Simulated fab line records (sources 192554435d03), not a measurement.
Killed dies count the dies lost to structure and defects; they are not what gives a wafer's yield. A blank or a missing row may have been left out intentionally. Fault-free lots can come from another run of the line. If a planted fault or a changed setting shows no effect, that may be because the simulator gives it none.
Struck lot and sound lot, side by side || flow n5 finfet || 14 out of 1938 route steps
Sound: the wafers L743.2, L743.4, L743.5. Struck: wafers L746.3, L746.4, L746.6. The cause is given at the end.
Order at every step that has rows: each side's tool, ch and its chambers, its first start. Under that, the readings that differ: sound wafers || struck wafers || difference of the means || sigmas: that difference in standard deviations of wafers without a fault.
alike: readings with means less than 2 such deviations apart, plus words and numbers identical on both sides. not compared: withheld readings, readings lacking a value on some wafer, bounds such as >300 that could conceal the same value, and numbers that have no deviation in the record and whose values overlap.
A row with sigmas, a row that says differs or no value, or rows on one side alone: a step with any of these is where the two part. When numbers do not overlap yet have no deviation, they are printed without sigmas and do not part them. A reading that every wafer of one side lacks parts them only if that side has two wafers or more.

first, 3 steps without rows for these wafers: N5_BEOL_M8_EXPOSE_25 (exposes mask V7, target cd 40 nm); N5_BEOL_M8_PEB_26 (peb time 60 s); N5_BEOL_M8_DEVELOP_27 (develop time 30 s).
N5_BEOL_M8_CD_MEAS_28: target cd 40 nm.
  sound on cd sem-01 ch 0, day 9 10:32; struck on cd sem-03 ch 0, day 10 18:24
  alike: cd nm
N5_BEOL_M8_OVL_MEAS_29:
  sound on overlay-02 ch 0, day 9 10:34; struck on overlay-02 ch 0, day 10 18:26
{"reading": "V7_OVL (nm)", "sound": "1.2 2.0 1.5", "struck": "0.0 -0.2 -0.4", "difference": -1.8, "sigmas": -3}
N5_BEOL_M8_INSPECT_30: inspects for defects (brightfield).
  sound: defect inspect-02 at day 9 10:37; struck: defect inspect-02 at day 10 18:29
  alike: raw defect count
N5_BEOL_M8_DESCUM_33: chemistry O2, time 7 s.
  sound on rie diel-05 ch 0,2,3, day 9 10:46; struck on rie diel-06 ch 1,3, day 10 18:41
  alike: drypump motor current A, oes product au, rf vpp V, showerhead plenum p Torr, throttle valve pct
  not compared: rf hours counter h
N5_BEOL_M8_ETCH_72: etches underlayer in N2/H2, target depth 6.5 nm, time 5.2 s.
  sound on rie diel-05 ch 0,2,3, day 9 10:48; struck on rie diel-06 ch 1,3, day 10 18:44
  alike: drypump motor current A, etch rf on time s, oes product au, rf fwd power W, rf vpp V, showerhead plenum p Torr, throttle valve pct
  not compared: rf hours counter h
N5_BEOL_M8_ETCH_65: etches SiARC in CF4, target depth 15.6 nm, time 26 s.
  sound on rie diel-05 ch 0,2,3, day 9 10:49; struck on rie diel-06 ch 1,3, day 10 18:44
  alike: drypump motor current A, etch rf on time s, mfc ar sccm, oes product au, rf fwd power W, rf vpp V, showerhead plenum p Torr, throttle valve pct
  not compared: rf hours counter h
N5_BEOL_M8_ETCH_66: etches SOC in N2/H2, target depth 80 nm, overetch 16 nm, time 120 s.
  sound on rie diel-05 ch 0,2,3, day 9 10:50; struck on rie diel-06 ch 1,3, day 10 18:46
  alike: drypump motor current A, oes product au, rf fwd power W, rf vpp V, showerhead plenum p Torr, throttle valve pct
  not compared: rf hours counter h
then, 2 steps without rows for these wafers: N5_BEOL_M8_STRIP_69 (strips in N2/H2); N5_BEOL_M8_STRIP_73 (strips in N2/H2).
N5_BEOL_M8_VIA_ETCH_34: etches SiCOH lowk in C4F6/O2, target depth 125.5 nm, time 50.5 s.
  sound on rie diel-05 ch 0,2,3, day 9 10:56; struck on rie diel-06 ch 1,3, day 10 18:52
{"reading": "oes_f_703_au (a.u.)", "sound": "0.89 0.74 0.73", "struck": "0.98 0.93 0.99", "difference": "+0.18", "sigmas": "+2"}
{"reading": "rf fwd power W (W)", "sound": "344.9 341.0 341.0", "struck": "423.8 424.3 424.9", "difference": "+82.0", "sigmas": "+68"}
{"reading": "rf vpp V (V)", "sound": "675 643 686", "struck": "593 597 593", "difference": -74, "sigmas": -6}
{"reading": "model.etch.depth nm (nm)", "sound": "130.1 126.2 127.3", "struck": "137.9 134.9 138", "difference": "+9.1", "sigmas": ""}
{"reading": "model.SOC_of_BEOL_M8_COAT_63.thk nm (nm)", "sound": "53.8 54 53.8", "struck": "53.4 53 53.4", "difference": -0.6, "sigmas": ""}
  alike: C4F6_flow_sccm, drypump motor current A, mfc ar sccm, oes product au, showerhead plenum p Torr, throttle valve pct
  not compared: rf hours counter h
then, 1 step without rows for these wafers: N5_BEOL_M8_STRIP_76 (strips in C4F6/O2).

WHERE THEY PART
At N5_BEOL_M8_OVL_MEAS_29 first; at N5_BEOL_M8_VIA_ETCH_34 last (within this record only).

WHY: whatever the simulator had introduced
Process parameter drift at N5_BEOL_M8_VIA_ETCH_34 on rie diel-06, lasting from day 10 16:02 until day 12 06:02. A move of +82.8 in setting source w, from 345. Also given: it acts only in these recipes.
